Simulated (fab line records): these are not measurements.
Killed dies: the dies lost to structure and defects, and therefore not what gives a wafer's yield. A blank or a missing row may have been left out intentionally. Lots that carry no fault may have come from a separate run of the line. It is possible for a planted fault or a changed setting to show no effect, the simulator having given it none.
Matching of chambers -- flow nand_harc -- 4 sister chambers for NHARC_A_STAIRCASE_CMP_450 on cmp-01
The step polishes SiO2, target thk 200 nm. 4 wafers are shown with their chamber, then 9 later ones without.

## WAFERS PAIRED WITH THEIR CHAMBERS
wafer,chamber,motor_current_A (A)
L086.5,2,12.6
L091.3,3,11.6
L091.4,1,10.8
L091.5,0,11.4

## WAFERS MISSING THEIR CHAMBER
wafer,motor_current_A (A)
L094.1,10.5
L094.2,11.1
L094.5,11.1
L096.2,11.6
L096.3,11.0
L096.4,11.9
L097.2,10.8
L097.3,12.4
L097.6,11.5

## EACH ONE'S CHAMBER
wafer,from the rows above,in truth
L094.1,1,1
L094.2,can't be placed: 1 or 0 or 3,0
L094.5,can't be placed: 1 or 0 or 3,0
L096.2,can't be placed: 3 or 0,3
L096.3,can't be placed: 1 or 0 or 3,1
L096.4,can't be placed: 3 or 0 or 2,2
L097.2,1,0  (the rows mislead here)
L097.3,2,2
L097.6,can't be placed: 0 or 3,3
Correctly placed: 2 of 9. Cannot be placed on the basis of these rows: 6; the candidates contain the true chamber in 6. Placed wrongly: 1.
How it was worked out, from the rows above alone: a wafer's distance from a chamber is the root of the sum, over the readings, of the square of ((its reading less the chamber's mean) divided by the reading's scatter). The wafer belongs to the nearest chamber; if the next one is less than 2 further off, it can't be placed. Each chamber's mean is taken over the wafers shown for it. The scatter: root of mean squared gap, hidden wafer to nearest shown wafer, with one shown wafer a chamber.
